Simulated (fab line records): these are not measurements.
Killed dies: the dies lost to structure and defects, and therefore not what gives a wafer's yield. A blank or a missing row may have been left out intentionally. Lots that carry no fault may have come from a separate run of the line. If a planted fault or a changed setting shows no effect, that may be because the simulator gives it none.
Which of the tools did it?    flow nandHarc    route of 1159 steps, sampled at 1 step: 12 lots, 36 wafers

== WHAT EACH GAUGE READ, for each wafer ==
NHARC_P_GATE_CD_MEAS_91 targets a cd of 2000 nm.
lot   measured      on        cdNm (nm)
L075  day 5 16:47   cdSem-01  2000.6 1997.6 2000.0
L077  day 6 08:59   cdSem-03  2000.3 1999.4 1996.4
L079  day 6 14:53   cdSem-01  2001.2 2000.4 1999.3
L082  day 7 06:59   cdSem-02  1997.7 1998.7 1997.7
L083  day 7 14:59   cdSem-01  1998.2 2002.0 1999.5
L085  day 8 05:44   cdSem-03  2000.4 2001.6 1999.7
L087  day 8 15:17   cdSem-02  2003.9 2001.9 1998.8
L089  day 8 22:53   cdSem-02  2001.0 1999.5 2000.7
L091  day 9 11:20   cdSem-01  2001.8 2002.0 1997.9
L092  day 10 05:11  cdSem-03  2002.6 2002.8 1999.7
L095  day 10 16:05  cdSem-03  1999.3 2000.3 2001.3
L097  day 11 06:28  cdSem-02  2002.3 2003.7 2001.1

== EACH LOT AND THE TOOL THAT RAN IT (in order: tool; ch and the chambers of the sampled wafers; start) ==
The record shows no process step preceding these readings.

== THE ANSWER, worked out from the rows above alone ==
Rule: the usual values come from the lots themselves. The widest of any qualifying gaps counts: lots, ordered by their means at a reading, are off when they make up no more than a third of the lots, leave a main group of 4 or more, and stand apart from it by 3 or more times the standard deviation of that group's means. A main group whose means are all the same, to the digits that the tables above print for the reading, isn't used. Also off: a lot with no number at a reading for which 4 or more lots have one. The other lots that the step has rows for count as sound.
None of the lots is off at any reading shown; this tells nothing.

== WHAT HAD BEEN PUT IN BY THE SIMULATOR ==
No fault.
